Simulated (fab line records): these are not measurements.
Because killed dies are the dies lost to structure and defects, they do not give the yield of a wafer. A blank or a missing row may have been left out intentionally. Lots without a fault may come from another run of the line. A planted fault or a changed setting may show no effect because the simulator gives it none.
Which of the tools did it? ; flow n5_finfet ; Sampling: 24 lots, 72 wafers, 6 of 1938 route steps

== WHAT THE GAUGES SHOWED, per wafer ==
The record lacks any reading of a measuring or inspecting step that a usual standard deviation could be used to judge.

== TOOL THAT RAN EACH LOT (tool first, then ch and the chambers of the sampled wafers, then the start) ==
lot;N5_BEOL_M3_ILD_DEP_00;N5_BEOL_M3_ETCH_74;N5_BEOL_M3_ALD_98;N5_BEOL_M3_VIA_ETCH_34;N5_BEOL_M3_SPUTTER_79;N5_BEOL_M3_ANNEAL_82
L074;pecvd-02 ch 0,1,2, day 7 14:54;rie_diel-02 ch 2,3, day 7 16:13;ald_sin-01 ch 0,2,3, day 7 17:34;rie_diel-02 ch 1,3, day 8 09:56;pvd_sputter-03, day 8 13:05;pvd_sputter-03, day 8 13:23
L075;pecvd-02 ch 0,1, day 7 15:43;rie_diel-02 ch 2,3, day 7 19:22;ald_sin-02 ch 0,1, day 7 21:16;rie_diel-02 ch 2,3, day 8 14:47;pvd_sputter-02, day 8 16:07;pvd_sputter-02, day 8 16:25
L078;pecvd-02 ch 0,2, day 7 18:34;rie_diel-06 ch 2,3, day 7 19:41;ald_sin-02 ch 0,2, day 7 21:28;rie_diel-06 ch 1,3, day 9 04:05;pvd_sputter-03, day 9 05:26;pvd_sputter-03, day 9 05:44
L077;pecvd-04 ch 0,1,2, day 7 22:40;rie_diel-02 ch 1,2,3, day 8 01:21;ald_sin-02 ch 0,1,3, day 8 02:19;rie_diel-04 ch 2,3, day 9 17:08;pvd_sputter-02, day 9 18:32;pvd_sputter-02, day 9 18:50
L079;pecvd-01 ch 0,2, day 8 13:37;rie_diel-04 ch 1,2, day 8 14:53;ald_sin-03 ch 0,1,2, day 8 16:19;rie_diel-06 ch 1,3, day 10 06:44;pvd_sputter-03, day 10 08:37;pvd_sputter-03, day 10 08:55
L080;pecvd-01 ch 1,2, day 8 13:49;rie_diel-02 ch 0,1,2, day 8 15:03;ald_sin-03 ch 1,3, day 8 16:25;rie_diel-06 ch 0,1,3, day 10 09:59;pvd_sputter-03, day 10 11:24;pvd_sputter-03, day 10 11:42
L081;pecvd-02 ch 0,1, day 9 09:46;rie_diel-02 ch 0,1,3, day 9 10:44;ald_sin-01 ch 0,2, day 9 12:22;rie_diel-02 ch 0,1,2, day 10 13:38;pvd_sputter-03, day 10 15:01;pvd_sputter-03, day 10 15:19
L082;pecvd-02 ch 0,1,2, day 10 01:47;rie_diel-02 ch 1,2,3, day 10 04:57;ald_sin-03 ch 0,1,3, day 10 06:01;rie_diel-06 ch 0,1,3, day 10 22:10;pvd_sputter-02, day 10 23:30;pvd_sputter-02, day 10 23:48
L083;pecvd-01 ch 0,1, day 10 01:59;rie_diel-02 ch 0,3, day 10 05:11;ald_sin-01 ch 0,1, day 10 06:21;rie_diel-04 ch 0,2,3, day 11 03:14;pvd_sputter-02, day 11 04:30;pvd_sputter-02, day 11 04:48
L084;pecvd-02 ch 0,2, day 11 04:01;rie_diel-04 ch 0,2,3, day 11 04:43;ald_sin-03 ch 1,2,3, day 11 05:53;rie_diel-04 ch 0,2,3, day 11 15:32;pvd_sputter-02, day 11 16:53;pvd_sputter-02, day 11 17:11
L085;pecvd-01 ch 0,2, day 11 22:49;rie_diel-06 ch 0,3, day 11 23:39;ald_sin-03 ch 0,2, day 12 01:05;rie_diel-04 ch 0,2,3, day 12 16:39;pvd_sputter-03, day 12 18:23;pvd_sputter-03, day 12 18:41
L087;pecvd-01 ch 0,1,2, day 12 02:28;rie_diel-04 ch 0,2, day 12 03:47;ald_sin-01 ch 1,3, day 12 05:33;rie_diel-06 ch 1,3, day 12 16:41;pvd_sputter-01, day 12 18:31;pvd_sputter-01, day 12 18:49
L086;pecvd-01 ch 1,2, day 12 02:49;rie_diel-04 ch 0,2,3, day 12 04:01;ald_sin-01 ch 0,1, day 12 05:38;rie_diel-04 ch 0,3, day 12 17:09;pvd_sputter-02, day 12 20:13;pvd_sputter-02, day 12 20:31
L089;pecvd-02 ch 1,2, day 12 06:20;rie_diel-04 ch 2,3, day 12 08:35;ald_sin-01 ch 1,2,3, day 12 11:34;rie_diel-06 ch 0,1, day 13 07:17;pvd_sputter-02, day 13 09:14;pvd_sputter-02, day 13 09:32
L076;pecvd-02 ch 0,1,2, day 12 08:18;rie_diel-06 ch 1,3, day 12 09:38;ald_sin-01 ch 0,1,2, day 12 11:40;rie_diel-06 ch 0,1,3, day 13 07:41;pvd_sputter-03, day 13 09:08;pvd_sputter-03, day 13 09:26
L090;pecvd-04 ch 0,2, day 12 08:59;rie_diel-06 ch 1,2,3, day 12 09:58;ald_sin-01 ch 0,3, day 12 11:45;rie_diel-04 ch 1,2, day 13 11:16;pvd_sputter-03, day 13 12:30;pvd_sputter-03, day 13 12:48
L088;pecvd-01 ch 0,2, day 12 14:16;rie_diel-06 ch 0,1, day 12 17:34;ald_sin-02 ch 0,2, day 12 19:11;rie_diel-04 ch 0,1,2, day 14 02:26;pvd_sputter-03, day 14 05:14;pvd_sputter-03, day 14 05:32
L091;pecvd-02 ch 1,2, day 12 15:52;rie_diel-06 ch 0,1,3, day 12 17:49;ald_sin-01 ch 0,1,3, day 12 19:29;rie_diel-06 ch 0,1,3, day 14 03:11;pvd_sputter-01, day 14 06:26;pvd_sputter-01, day 14 06:44
L092;pecvd-04 ch 0,1, day 12 17:48;rie_diel-06 ch 1,2,3, day 12 19:00;ald_sin-03 ch 0,1,2, day 12 20:14;rie_diel-04 ch 1,2, day 14 09:44;pvd_sputter-03, day 14 13:15;pvd_sputter-03, day 14 13:33
L093;pecvd-04 ch 1,2, day 12 21:02;rie_diel-06 ch 0,2,3, day 13 00:14;ald_sin-03 ch 1,2,3, day 13 01:41;rie_diel-04 ch 0,1,2, day 14 14:11;pvd_sputter-03, day 14 15:41;pvd_sputter-03, day 14 15:59
L094;pecvd-01 ch 0,2, day 13 00:29;rie_diel-06 ch 0,1,3, day 13 01:13;ald_sin-03 ch 0,2,3, day 13 02:19;rie_diel-04 ch 0,1, day 14 14:35;pvd_sputter-01, day 14 16:51;pvd_sputter-01, day 14 17:09
L095;pecvd-02 ch 0,1, day 13 00:45;rie_diel-06 ch 0,1,2, day 13 01:43;ald_sin-01 ch 0,1,3, day 13 03:01;rie_diel-06 ch 0,1,3, day 14 17:26;pvd_sputter-03, day 14 18:58;pvd_sputter-03, day 14 19:16
L096;pecvd-02 ch 0,1,2, day 13 04:00;rie_diel-06 ch 0,1, day 13 04:53;ald_sin-02 ch 0,3, day 13 06:24;rie_diel-04 ch 1,2,3, day 14 17:38;pvd_sputter-01, day 14 19:04;pvd_sputter-01, day 14 19:22
L097;pecvd-02 ch 0,1, day 13 09:38;rie_diel-06 ch 1,2,3, day 13 11:43;ald_sin-03 ch 0,1, day 13 12:55;rie_diel-06 ch 0,1, day 14 20:41;pvd_sputter-02, day 14 22:14;pvd_sputter-02, day 14 22:32
- N5_BEOL_M3_ILD_DEP_00: deposits SiOC from DEMS/O2, target thk 79 nm, time 15.3 s.
- N5_BEOL_M3_ETCH_74: etches underlayer in N2/H2, target depth 6.5 nm, time 5.2 s.
- N5_BEOL_M3_ALD_98: deposits SiO2, target thk 2.5 nm, pulse time 1 s, co reactant pulse time 1 s.
- N5_BEOL_M3_VIA_ETCH_34: etches the open film in C4F6/O2, target depth 69.4 nm, time 65.9 s.
- N5_BEOL_M3_SPUTTER_79: material Cu, target thk 4.5 nm, time 8.29 s.
- N5_BEOL_M3_ANNEAL_82: time 240 s.

== AS READ BY THE TOOLS THEMSELVES (means over the sampled wafers that have a number; for cases with no such wafer, the mark the record gives instead) ==
N5_BEOL_M3_ILD_DEP_00.
lot;tool;heater_power_w (W);showerhead_plenum_p_Torr (Torr);showerhead_vpp_V (V);throttle_valve_pct (%)
L074;pecvd-02;502;5.700;1301;12.2
L075;pecvd-02;509;5.679;1314;12.2
L078;pecvd-02;525;5.696;1327;11.7
L077;pecvd-04;582;5.699;1407;12.5
L079;pecvd-01;483;5.701;1419;11.7
L080;pecvd-01;524;5.690;1319;11.0
L081;pecvd-02;445;5.694;1301;12.3
L082;pecvd-02;516;5.697;1309;12.3
L083;pecvd-01;522;5.696;1315;11.2
L084;pecvd-02;493;5.702;1325;11.5
L085;pecvd-01;498;5.693;1420;11.8
L087;pecvd-01;519;5.694;1355;11.6
L086;pecvd-01;491;5.689;1361;11.5
L089;pecvd-02;500;5.713;1265;12.6
L076;pecvd-02;516;5.705;1306;12.1
L090;pecvd-04;511;5.710;1402;12.0
L088;pecvd-01;426;5.697;1394;11.6
L091;pecvd-02;478;5.707;1301;12.2
L092;pecvd-04;593;5.682;1473;12.5
L093;pecvd-04;611;5.711;1339;12.8
L094;pecvd-01;490;5.686;1431;11.9
L095;pecvd-02;494;5.700;1270;12.6
L096;pecvd-02;468;5.701;1307;12.2
L097;pecvd-02;506;5.715;1280;12.6

N5_BEOL_M3_ETCH_74.
lot;tool;drypump_motor_current_A (A);etch_rf_on_time_s (s);oes_product_au (a.u.);rf_vpp_V (V);showerhead_plenum_p_Torr (Torr);throttle_valve_pct (%)
L074;rie_diel-02;5.6;5.23;0.61;523.0;2.51;17.92
L075;rie_diel-02;5.6;5.24;0.61;522.9;2.51;17.92
L078;rie_diel-06;5.3;5.21;0.63;522.0;2.50;18.07
L077;rie_diel-02;5.7;5.36;0.61;523.1;2.48;17.87
L079;rie_diel-04;5.9;5.23;0.61;521.8;2.49;18.14
L080;rie_diel-02;5.7;5.28;0.69;523.5;2.51;17.71
L081;rie_diel-02;5.7;5.31;0.67;523.3;2.51;17.85
L082;rie_diel-02;5.8;5.30;0.59;523.4;2.48;17.90
L083;rie_diel-02;5.5;5.25;0.72;524.4;2.56;17.84
L084;rie_diel-04;5.6;5.15;0.66;522.7;2.55;17.92
L085;rie_diel-06;5.2;5.21;0.65;521.8;2.44;17.98
L087;rie_diel-04;5.6;5.16;0.72;523.0;2.55;17.79
L086;rie_diel-04;5.6;5.21;0.65;524.0;2.55;17.96
L089;rie_diel-04;5.4;5.28;0.59;526.1;2.60;18.13
L076;rie_diel-06;5.5;5.02;0.62;519.5;2.41;17.84
L090;rie_diel-06;5.4;5.12;0.61;523.0;2.48;17.98
L088;rie_diel-06;5.1;5.26;0.68;521.9;2.45;17.66
L091;rie_diel-06;5.3;5.18;0.64;520.6;2.43;17.83
L092;rie_diel-06;5.4;5.08;0.61;521.9;2.48;17.98
L093;rie_diel-06;5.2;5.19;0.64;523.2;2.51;17.96
L094;rie_diel-06;5.3;5.19;0.64;522.4;2.43;17.85
L095;rie_diel-06;5.2;5.16;0.64;522.0;2.50;17.79
L096;rie_diel-06;5.4;5.08;0.65;521.8;2.42;17.69
L097;rie_diel-06;5.4;5.06;0.60;523.8;2.48;17.98

N5_BEOL_M3_ALD_98.
lot;tool;heater_power_w (W);precursor_pulse_height_rel
L074;ald_sin-01;73;1.002
L075;ald_sin-02;72;0.979
L078;ald_sin-02;69;1.009
L077;ald_sin-02;77;0.995
L079;ald_sin-03;78;0.997
L080;ald_sin-03;81;1.015
L081;ald_sin-01;76;0.997
L082;ald_sin-03;81;1.023
L083;ald_sin-01;76;1.011
L084;ald_sin-03;77;1.005
L085;ald_sin-03;83;0.999
L087;ald_sin-01;82;1.013
L086;ald_sin-01;74;0.989
L089;ald_sin-01;79;1.000
L076;ald_sin-01;81;1.011
L090;ald_sin-01;69;0.999
L088;ald_sin-02;67;1.001
L091;ald_sin-01;76;0.989
L092;ald_sin-03;76;1.010
L093;ald_sin-03;77;0.990
L094;ald_sin-03;78;0.991
L095;ald_sin-01;76;1.013
L096;ald_sin-02;80;1.001
L097;ald_sin-03;78;1.001

N5_BEOL_M3_VIA_ETCH_34.
lot;tool;drypump_motor_current_A (A);oes_product_au (a.u.);rf_vpp_V (V);showerhead_plenum_p_Torr (Torr);throttle_valve_pct (%)
L074;rie_diel-02;5.9;0.71;658;2.74;30.53
L075;rie_diel-02;5.6;0.71;676;2.80;30.67
L078;rie_diel-06;5.6;0.74;670;2.73;30.99
L077;rie_diel-04;5.4;0.71;670;2.91;30.85
L079;rie_diel-06;5.6;0.73;669;2.73;31.00
L080;rie_diel-06;5.3;0.78;673;2.74;30.88
L081;rie_diel-02;5.6;0.78;676;2.80;30.54
L082;rie_diel-06;5.3;0.77;673;2.74;30.89
L083;rie_diel-04;5.6;0.76;658;2.84;30.76
L084;rie_diel-04;5.5;0.76;659;2.84;30.77
L085;rie_diel-04;5.6;0.75;659;2.84;30.77
L087;rie_diel-06;5.5;0.72;669;2.71;31.11
L086;rie_diel-04;5.7;0.74;650;2.78;30.71
L089;rie_diel-06;5.2;0.80;675;2.75;30.68
L076;rie_diel-06;5.3;0.76;672;2.73;30.89
L090;rie_diel-04;6.0;0.88;666;3.02;30.88
L088;rie_diel-04;5.8;0.84;663;2.93;30.83
L091;rie_diel-06;5.3;0.75;673;2.73;30.91
L092;rie_diel-04;5.6;0.77;673;2.98;30.92
L093;rie_diel-04;5.8;0.82;661;2.92;30.84
L094;rie_diel-04;6.1;0.89;656;2.95;30.82
L095;rie_diel-06;5.3;0.75;672;2.73;30.90
L096;rie_diel-04;5.7;0.87;664;2.92;30.73
L097;rie_diel-06;5.4;0.74;672;2.74;30.82

N5_BEOL_M3_SPUTTER_79.
lot;tool;chuck_sensor_temp_C (C);throttle_valve_pct (%)
L074;pvd_sputter-03;-16.2;30.1
L075;pvd_sputter-02;-16.1;30.6
L078;pvd_sputter-03;-16.2;30.2
L077;pvd_sputter-02;-16.3;30.4
L079;pvd_sputter-03;-16.5;29.8
L080;pvd_sputter-03;-15.4;30.8
L081;pvd_sputter-03;-16.1;30.0
L082;pvd_sputter-02;-16.1;30.2
L083;pvd_sputter-02;-16.0;30.3
L084;pvd_sputter-02;-16.0;30.3
L085;pvd_sputter-03;-15.8;29.9
L087;pvd_sputter-01;-16.7;31.0
L086;pvd_sputter-02;-16.0;30.2
L089;pvd_sputter-02;-16.1;30.9
L076;pvd_sputter-03;-16.1;30.0
L090;pvd_sputter-03;-16.1;30.0
L088;pvd_sputter-03;-16.1;29.7
L091;pvd_sputter-01;-16.8;30.5
L092;pvd_sputter-03;-16.2;30.2
L093;pvd_sputter-03;-15.9;30.2
L094;pvd_sputter-01;-16.4;29.9
L095;pvd_sputter-03;-15.9;30.4
L096;pvd_sputter-01;-15.9;29.3
L097;pvd_sputter-02;-16.2;30.7

N5_BEOL_M3_ANNEAL_82.
lot;tool;heater_power_w (W)
L074;pvd_sputter-03;810
L075;pvd_sputter-02;807
L078;pvd_sputter-03;820
L077;pvd_sputter-02;818
L079;pvd_sputter-03;863
L080;pvd_sputter-03;762
L081;pvd_sputter-03;816
L082;pvd_sputter-02;784
L083;pvd_sputter-02;778
L084;pvd_sputter-02;770
L085;pvd_sputter-03;792
L087;pvd_sputter-01;857
L086;pvd_sputter-02;769
L089;pvd_sputter-02;804
L076;pvd_sputter-03;825
L090;pvd_sputter-03;819
L088;pvd_sputter-03;844
L091;pvd_sputter-01;814
L092;pvd_sputter-03;814
L093;pvd_sputter-03;843
L094;pvd_sputter-01;807
L095;pvd_sputter-03;824
L096;pvd_sputter-01;814
L097;pvd_sputter-02;813

== THE ANSWER, worked out from the rows above alone ==
Rule: usual is defined by the lots themselves. Put in order of their means at a reading, lots are off if they are a third of the lots or fewer, leave a main group of 4 or more, and stand apart from it by a gap of 3 or more times the standard deviation of the main group's means; of several such gaps the widest counts. A main group whose means are all the same, to the digits that the tables above print for the reading, isn't used. A lot without any number at a reading at which 4 lots or more have one is off too. Any other lot the step has rows for is counted as sound. First the gauges in route order, then the tools' own readings, where a lot's mean is used as printed above. The first step at which some lot is off is used, and at that step the reading that is off furthest; a lot without a number counts as furthest.
Nothing can be told from this: no lot is off at any reading shown.

== WHAT THE SIMULATOR HAD PUT IN ==
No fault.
